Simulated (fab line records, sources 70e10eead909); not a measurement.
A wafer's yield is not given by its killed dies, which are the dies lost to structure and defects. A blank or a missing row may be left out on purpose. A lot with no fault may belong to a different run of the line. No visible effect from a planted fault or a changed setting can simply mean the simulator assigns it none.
Which of the tools did it?	flow nand_harc	72 wafers from 24 lots sampled at 6 of the route's 1302 steps

== WHAT THE GAUGES SHOWED, per wafer ==
Not one reading of a measure or inspect step in the record can be checked against a usual standard deviation.

== TOOL THAT RAN EACH LOT (tool first, then ch and the chambers of the sampled wafers, then the start) ==
lot	NHARC_A_STAIRCASE_TRIM_235	NHARC_A_STAIRCASE_ETCH_236	NHARC_A_STAIRCASE_STRIP_254	NHARC_A_STAIRCASE_HM_DEP_456	NHARC_A_STAIRCASE_HM_OPEN_457	NHARC_A_STAIRCASE_ETCH_294
L074	rie_diel-12 ch 1,2, day 16 02:18 or earlier	rie_diel-12 ch 1,2,3, day 16 02:18 or earlier	plasma_asher-02 ch 0,1, day 16 02:18	acl_dep-02 ch 0, day 16 03:38	rie_diel-12 ch 0,1,3, no start	rie_diel-07 ch 1,2,3, no start
L076	rie_diel-08 ch 0,1,3, day 17 01:25 or earlier	rie_diel-08 ch 0,1,2, day 17 01:25 or earlier	plasma_asher-01 ch 0,1, day 17 01:25	acl_dep-01 ch 0, day 17 03:30	rie_diel-08 ch 0,1,3, no start	rie_diel-12 ch 0,1,2, no start
L075	rie_diel-12 ch 0,2, day 16 22:51 or earlier	rie_diel-12 ch 0,3, day 16 22:51 or earlier	plasma_asher-02 ch 0,1, day 16 22:51	acl_dep-02 ch 0, day 17 02:46	rie_diel-07 ch 1,2,3, no start	rie_diel-07 ch 1,2, no start
L077	rie_diel-12 ch 1,2,3, day 17 13:35 or earlier	rie_diel-12 ch 0,1,3, day 17 13:35 or earlier	plasma_asher-02 ch 1, day 17 13:35	acl_dep-02 ch 0, day 17 18:29	rie_diel-08 ch 1,2,3, no start	rie_diel-08 ch 0,2, no start
L078	rie_diel-07 ch 1,2,3, day 18 06:50 or earlier	rie_diel-07 ch 1,2,3, day 18 06:50 or earlier	plasma_asher-02 ch 0,1, day 18 06:50	acl_dep-01 ch 0, day 18 08:00	rie_diel-07 ch 0,2,3, no start	rie_diel-08 ch 0,2,3, no start
L079	rie_diel-12 ch 0,1,2, day 18 07:07 or earlier	rie_diel-12 ch 0,1,3, day 18 07:07 or earlier	plasma_asher-01 ch 0,1, day 18 07:07	acl_dep-03 ch 0, day 18 11:26	rie_diel-08 ch 1,2,3, no start	rie_diel-12 ch 0,2,3, no start
L080	rie_diel-08 ch 0,2,3, day 18 12:04 or earlier	rie_diel-08 ch 0,1,3, day 18 12:04 or earlier	plasma_asher-02 ch 0,1, day 18 12:04	acl_dep-01 ch 0, day 18 13:36	rie_diel-07 ch 0,1,3, no start	rie_diel-12 ch 0,1,3, no start
L081	rie_diel-12 ch 0,2,3, day 19 12:20 or earlier	rie_diel-12 ch 2,3, day 19 12:20 or earlier	plasma_asher-02 ch 0,1, day 19 12:20	acl_dep-03 ch 0, day 19 13:40	rie_diel-08 ch 1,2, no start	rie_diel-08 ch 0,1,2, no start
L082	rie_diel-08 ch 1,2, day 19 17:48 or earlier	rie_diel-08 ch 0,1,3, day 19 17:48 or earlier	plasma_asher-02 ch 0,1, day 19 17:48	acl_dep-01 ch 0, day 19 18:37	rie_diel-07 ch 1,2,3, no start	rie_diel-08 ch 0,2, no start
L083	rie_diel-08 ch 0,1,2, day 20 07:38 or earlier	rie_diel-08 ch 0,1,3, day 20 07:38 or earlier	plasma_asher-01 ch 0,1, day 20 07:38	acl_dep-02 ch 0, day 20 12:58	rie_diel-08 ch 1,2,3, no start	rie_diel-12 ch 1,2, no start
L084	rie_diel-08 ch 1,2, day 20 15:13 or earlier	rie_diel-08 ch 0,3, day 20 15:13 or earlier	plasma_asher-01 ch 0,1, day 20 15:13	acl_dep-01 ch 0, day 20 16:02	rie_diel-12 ch 1,3, no start	rie_diel-12 ch 0,3, no start
L085	rie_diel-08 ch 1,3, day 20 23:31 or earlier	rie_diel-08 ch 0,3, day 20 23:31 or earlier	plasma_asher-01 ch 0,1, day 20 23:31	acl_dep-03 ch 0, day 21 00:17	rie_diel-07 ch 0,1,3, no start	rie_diel-07 ch 1,2,3, no start
L087	rie_diel-07 ch 1,2, day 21 04:34 or earlier	rie_diel-07 ch 0,1,3, day 21 04:34 or earlier	plasma_asher-01 ch 0,1, day 21 04:34	acl_dep-01 ch 0, day 21 06:14	rie_diel-12 ch 0,1,3, no start	rie_diel-07 ch 0,1,3, no start
L086	rie_diel-08 ch 2,3, day 21 05:11 or earlier	rie_diel-08 ch 1,2,3, day 21 05:11 or earlier	plasma_asher-01 ch 0,1, day 21 05:11	acl_dep-02 ch 0, day 21 07:31	rie_diel-08 ch 0,2,3, no start	rie_diel-08 ch 0,1,3, no start
L088	rie_diel-08 ch 0,1, day 22 06:37 or earlier	rie_diel-08 ch 1,2, day 22 06:37 or earlier	plasma_asher-01 ch 0,1, day 22 06:37	acl_dep-01 ch 0, day 22 07:43	rie_diel-08 ch 1,2,3, no start	rie_diel-12 ch 0,2,3, no start
L089	rie_diel-07 ch 0,2, day 22 07:47 or earlier	rie_diel-07 ch 0,2, day 22 07:47 or earlier	plasma_asher-02 ch 0,1, day 22 07:47	acl_dep-03 ch 0, day 22 10:03	rie_diel-08 ch 1,3, no start	rie_diel-12 ch 2,3, no start
L090	rie_diel-07 ch 1,2,3, day 23 01:27 or earlier	rie_diel-07 ch 0,3, day 23 01:27 or earlier	plasma_asher-02 ch 0,1, day 23 01:27	acl_dep-03 ch 0, day 23 03:50	rie_diel-07 ch 0,1,3, no start	rie_diel-07 ch 2,3, no start
L091	rie_diel-07 ch 1,3, day 23 15:23 or earlier	rie_diel-07 ch 0,1, day 23 15:23 or earlier	plasma_asher-02 ch 0,1, day 23 15:23	acl_dep-03 ch 0, day 23 17:32	rie_diel-07 ch 2,3, no start	rie_diel-08 ch 0,1,2, no start
L092	rie_diel-08 ch 0,2, day 23 15:56 or earlier	rie_diel-08 ch 0,1, day 23 15:56 or earlier	plasma_asher-01 ch 0,1, day 23 15:56	acl_dep-01 ch 0, day 23 18:08	rie_diel-07 ch 2,3, no start	rie_diel-07 ch 0,2, no start
L093	rie_diel-12 ch 0,2,3, day 24 07:05 or earlier	rie_diel-12 ch 0,2,3, day 24 07:05 or earlier	plasma_asher-02 ch 0,1, day 24 07:05	acl_dep-02 ch 0, day 24 08:31	rie_diel-07 ch 0,1,2, no start	rie_diel-12 ch 0,1, no start
L094	rie_diel-08 ch 0,1,2, day 24 12:54 or earlier	rie_diel-08 ch 0,1,2, day 24 12:54 or earlier	plasma_asher-01 ch 1, day 24 12:54	acl_dep-02 ch 0, day 24 16:07	rie_diel-07 ch 0,1,3, no start	rie_diel-08 ch 1,2,3, no start
L096	rie_diel-08 ch 0,1,3, day 25 07:25 or earlier	rie_diel-08 ch 0,1,3, day 25 07:25 or earlier	plasma_asher-01 ch 0,1, day 25 07:25	acl_dep-01 ch 0, day 25 08:11	rie_diel-08 ch 0,1,3, no start	rie_diel-08 ch 1,2, no start
L095	rie_diel-07 ch 0,1,3, day 25 07:37 or earlier	rie_diel-07 ch 0,2,3, day 25 07:37 or earlier	plasma_asher-02 ch 0,1, day 25 07:37	acl_dep-01 ch 0, day 25 10:35	rie_diel-07 ch 2,3, no start	rie_diel-12 ch 0,3, no start
L097	rie_diel-12 ch 0,1,2, day 26 12:06 or earlier	rie_diel-12 ch 0,1,3, day 26 12:06 or earlier	plasma_asher-01 ch 0, day 26 12:06	acl_dep-03 ch 0, day 26 13:02	rie_diel-12 ch 0,1,2, no start	rie_diel-07 ch 2,3, no start
- NHARC_A_STAIRCASE_TRIM_235: chemistry O2, time 211.2 s.
- NHARC_A_STAIRCASE_ETCH_236: etches the open film in C4F8/O2, target depth 100 nm, time 40.5 s.
- NHARC_A_STAIRCASE_STRIP_254: strips in O2.
- NHARC_A_STAIRCASE_HM_DEP_456: deposits aC, target thk 3100 nm.
- NHARC_A_STAIRCASE_HM_OPEN_457: chemistry O2/COS.
- NHARC_A_STAIRCASE_ETCH_294: etches the open film in C4F8/O2/Ar, target depth 4989 nm, time 1211.6 s.

== WHAT THE TOOLS THEMSELVES READ (means of the sampled wafers that have a number; where no wafer has one, the mark that the record gives instead) ==
NHARC_A_STAIRCASE_TRIM_235. Usual: value, then standard deviation, for each; drypump_motor_current_A 5.9 A / 0.34; mfc_ar_sccm 0.006 sccm / 0.011; o2_flow_sccm 499.9 sccm / 1.5; oes_product_au 1.000 a.u. / 0.012; rf_vpp_V 57.8 V / 0.89; showerhead_plenum_p_Torr 3.50 Torr / 0.13; throttle_valve_pct 17.038 % / 0.009.
lot	tool	drypump_motor_current_A (A)	mfc_ar_sccm (sccm)	o2_flow_sccm (sccm)	oes_product_au (a.u.)	rf_vpp_V (V)	showerhead_plenum_p_Torr (Torr)	throttle_valve_pct (%)	flag
L074	rie_diel-12	5.7	0.000	497.8	0.996	58.9	3.49	17.039	
L076	rie_diel-08	5.9	0.001	501.6	1.001	57.6	3.46	17.041	
L075	rie_diel-12	5.9	0.000	500.7	0.989	57.6	3.57	17.038	
L077	rie_diel-12	5.8	0.000	499.6	0.990	58.2	3.55	17.033	
L078	rie_diel-07	5.7	0.001	500.7	1.018	57.1	3.42	17.030	
L079	rie_diel-12	5.7	0.000	498.9	0.997	57.6	3.49	17.034	
L080	rie_diel-08	6.0	0.009	499.9	0.991	58.6	3.52	17.028	
L081	rie_diel-12	5.9	0.000	500.9	1.000	57.3	3.55	17.049	
L082	rie_diel-08	5.7	0.018	500.8	1.000	58.5	3.54	17.035	
L083	rie_diel-08	5.7	0.010	499.6	0.999	58.0	3.43	17.033	
L084	rie_diel-08	5.8	0.018	498.9	1.004	57.9	3.54	17.032	
L085	rie_diel-08	5.7	0.002	499.3	1.015	58.2	3.48	17.042	
L087	rie_diel-07	6.2	0.001	500.1	1.017	56.9	3.42	17.039	
L086	rie_diel-08	6.2	0.009	499.8	1.005	57.5	3.64	17.027	
L088	rie_diel-08	5.6	0.002	500.4	1.014	57.1	3.35	17.036	
L089	rie_diel-07	5.9	0.013	500.0	0.989	57.1	3.48	17.042	
L090	rie_diel-07	5.7	0.001	499.4	0.997	57.1	3.41	17.031	
L091	rie_diel-07	5.8	0.000	498.5	1.005	57.1	3.36	17.031	
L092	rie_diel-08	5.8	0.009	499.4	0.996	56.6	3.38	17.041	
L093	rie_diel-12	5.9	0.000	500.6	1.002	58.3	3.53	17.034	
L094	rie_diel-08	5.7	0.010	500.3	1.003	58.2	3.60	17.033	
L096	rie_diel-08	5.9	0.001	499.6	1.001	58.6	3.61	17.044	
L095	rie_diel-07	5.7	0.011	498.3	1.008	57.3	3.39	17.035	
L097	rie_diel-12	5.8	0.000	499.6	0.998	57.3	3.46	17.039	

NHARC_A_STAIRCASE_ETCH_236. Usual: oes_product_au 0.942 a.u., standard deviation 0.012; rf_vpp_V 895 V, standard deviation 4.9.
lot	tool	oes_product_au (a.u.)	rf_vpp_V (V)	flag
L074	rie_diel-12	0.946	896	
L076	rie_diel-08	0.953	893	
L075	rie_diel-12	0.944	897	
L077	rie_diel-12	0.938	895	
L078	rie_diel-07	0.944	892	
L079	rie_diel-12	0.939	895	
L080	rie_diel-08	0.930	893	
L081	rie_diel-12	0.934	899	
L082	rie_diel-08	0.935	893	
L083	rie_diel-08	0.940	893	
L084	rie_diel-08	0.929	892	
L085	rie_diel-08	0.930	896	
L087	rie_diel-07	0.952	892	
L086	rie_diel-08	0.952	897	
L088	rie_diel-08	0.947	895	
L089	rie_diel-07	0.938	895	
L090	rie_diel-07	0.943	891	
L091	rie_diel-07	0.940	893	
L092	rie_diel-08	0.941	888	
L093	rie_diel-12	0.945	897	
L094	rie_diel-08	0.950	898	
L096	rie_diel-08	0.947	898	
L095	rie_diel-07	0.939	892	
L097	rie_diel-12	0.933	893	

NHARC_A_STAIRCASE_STRIP_254. Usual: drypump_motor_current_A 5.9 A, standard deviation 0.48; heater_power_w 357 W, standard deviation 33; temp_c 250.01 C, standard deviation 0.18.
lot	tool	drypump_motor_current_A (A)	heater_power_w (W)	temp_c (C)	flag
L074	plasma_asher-02	5.5	378	250.01	
L076	plasma_asher-01	6.1	328	249.94	
L075	plasma_asher-02	5.4	384	250.08	
L077	plasma_asher-02	5.7	385	249.98	
L078	plasma_asher-02	5.6	384	250.08	
L079	plasma_asher-01	6.1	323	250.10	
L080	plasma_asher-02	5.6	393	249.97	
L081	plasma_asher-02	5.5	396	249.93	
L082	plasma_asher-02	5.6	392	249.93	
L083	plasma_asher-01	6.1	327	249.85	
L084	plasma_asher-01	6.1	335	249.91	
L085	plasma_asher-01	6.1	332	250.23	
L087	plasma_asher-01	6.4	328	249.93	
L086	plasma_asher-01	6.4	325	250.04	
L088	plasma_asher-01	6.3	326	250.06	
L089	plasma_asher-02	5.5	394	249.79	
L090	plasma_asher-02	5.6	398	249.96	
L091	plasma_asher-02	5.5	400	249.95	
L092	plasma_asher-01	6.4	318	250.07	
L093	plasma_asher-02	5.6	396	249.96	
L094	plasma_asher-01	5.8	322	250.06	
L096	plasma_asher-01	6.4	319	250.28	
L095	plasma_asher-02	5.6	399	250.08	
L097	plasma_asher-01	6.7	319	250.08	

NHARC_A_STAIRCASE_HM_DEP_456. Usual: throttle_valve_pct reads 35.001 % (standard deviation 0.0084).
lot	tool	throttle_valve_pct (%)	flag
L074	acl_dep-02	34.998	
L076	acl_dep-01	35.001	
L075	acl_dep-02	35.001	
L077	acl_dep-02	35.005	
L078	acl_dep-01	35.007	
L079	acl_dep-03	35.002	
L080	acl_dep-01	35.002	
L081	acl_dep-03	34.999	
L082	acl_dep-01	34.999	
L083	acl_dep-02	35.002	
L084	acl_dep-01	35.004	
L085	acl_dep-03	34.997	
L087	acl_dep-01	35.006	
L086	acl_dep-02	35.006	
L088	acl_dep-01	35.011	
L089	acl_dep-03	34.995	
L090	acl_dep-03	34.991	
L091	acl_dep-03	34.998	
L092	acl_dep-01	34.998	
L093	acl_dep-02	35.003	
L094	acl_dep-02	35.007	
L096	acl_dep-01	35.004	
L095	acl_dep-01	34.998	
L097	acl_dep-03	35.006	

NHARC_A_STAIRCASE_HM_OPEN_457. Usual: value, then standard deviation, for each; drypump_motor_current_A 5.8 A / 0.42; mfc_ar_sccm 0.007 sccm / 0.011; o2_flow_sccm 399.9 sccm / 1.1; oes_product_au 1.000 a.u. / 0.013; rf_vpp_V 465.9 V / 2.3; showerhead_plenum_p_Torr 3.06 Torr / 0.1; throttle_valve_pct 28.329 % / 0.0085.
lot	tool	drypump_motor_current_A (A)	mfc_ar_sccm (sccm)	o2_flow_sccm (sccm)	oes_product_au (a.u.)	rf_vpp_V (V)	showerhead_plenum_p_Torr (Torr)	throttle_valve_pct (%)	flag
L074	rie_diel-12	5.8	0.000	400.1	0.995	467.1	3.10	28.329	
L076	rie_diel-08	5.9	0.001	399.4	0.996	465.5	3.06	28.320	
L075	rie_diel-07	5.7	0.001	399.7	1.000	465.0	3.03	28.322	
L077	rie_diel-08	5.9	0.010	399.2	1.006	467.7	3.15	28.331	
L078	rie_diel-07	5.6	0.012	399.6	1.012	465.4	3.05	28.329	
L079	rie_diel-08	5.9	0.010	399.1	1.003	467.9	3.15	28.326	
L080	rie_diel-07	5.7	0.011	400.0	0.991	464.6	3.02	28.331	
L081	rie_diel-08	5.7	0.018	399.6	1.010	466.8	3.14	28.325	
L082	rie_diel-07	5.7	0.001	399.6	1.004	465.3	3.02	28.328	
L083	rie_diel-08	5.9	0.010	400.5	1.001	467.3	3.14	28.328	
L084	rie_diel-12	5.7	0.000	400.2	0.983	465.9	3.06	28.334	
L085	rie_diel-07	5.7	0.011	399.9	1.010	464.7	3.01	28.322	
L087	rie_diel-12	5.8	0.000	399.6	0.986	466.5	3.08	28.333	
L086	rie_diel-08	6.0	0.009	399.8	0.992	466.7	3.10	28.333	
L088	rie_diel-08	5.9	0.010	399.5	1.010	467.4	3.14	28.327	
L089	rie_diel-08	6.1	0.001	399.6	1.002	467.7	3.15	28.325	
L090	rie_diel-07	5.7	0.011	400.2	0.994	464.5	3.00	28.339	
L091	rie_diel-07	5.6	0.003	399.2	0.984	465.7	3.05	28.324	
L092	rie_diel-07	5.3	0.001	399.3	0.990	464.7	3.00	28.329	
L093	rie_diel-07	6.0	0.012	399.9	1.010	465.6	3.04	28.335	
L094	rie_diel-07	5.7	0.011	400.3	0.999	465.2	3.00	28.334	
L096	rie_diel-08	5.9	0.001	401.2	1.011	468.1	3.19	28.336	
L095	rie_diel-07	5.6	0.003	398.9	1.007	465.1	3.04	28.327	
L097	rie_diel-12	5.7	0.000	399.5	0.997	465.8	3.06	28.329	

NHARC_A_STAIRCASE_ETCH_294. Usual: oes_product_au 0.933 a.u., standard deviation 0.013; rf_vpp_V 1823 V, standard deviation 8.8.
lot	tool	oes_product_au (a.u.)	rf_vpp_V (V)	flag
L074	rie_diel-07	0.938	1819	
L076	rie_diel-12	0.927	1825	
L075	rie_diel-07	0.939	1820	
L077	rie_diel-08	0.919	1825	
L078	rie_diel-08	0.924	1826	
L079	rie_diel-12	0.923	1829	
L080	rie_diel-12	0.924	1823	
L081	rie_diel-08	0.937	1820	
L082	rie_diel-08	0.934	1824	
L083	rie_diel-12	0.916	1822	
L084	rie_diel-12	0.928	1825	
L085	rie_diel-07	0.928	1818	
L087	rie_diel-07	0.948	1817	
L086	rie_diel-08	0.926	1820	
L088	rie_diel-12	0.939	1828	
L089	rie_diel-12	0.949	1832	
L090	rie_diel-07	0.924	1817	
L091	rie_diel-08	0.933	1831	
L092	rie_diel-07	0.927	1823	
L093	rie_diel-12	0.924	1817	
L094	rie_diel-08	0.942	1828	
L096	rie_diel-08	0.931	1822	
L095	rie_diel-12	0.931	1822	
L097	rie_diel-07	0.930	1816	

== THE ANSWER, worked out from the rows above alone ==
Rule: a lot counts as off when the mean over its wafers that have a number is more than 3 standard deviations away from the usual mean. Also off: a lot with no number at a reading for which 4 or more lots have one. All remaining lots with rows at the step are treated as sound. Order of review: gauges by route order, followed by the tools' own readings, for which a lot's mean as printed above is used. At the first step where some lot is off, the reading lying furthest off is the one used; lots without a number count as furthest.
No lot is off at any reading shown: from this, nothing can be told.

== WHAT THE SIMULATOR HAD PUT IN ==
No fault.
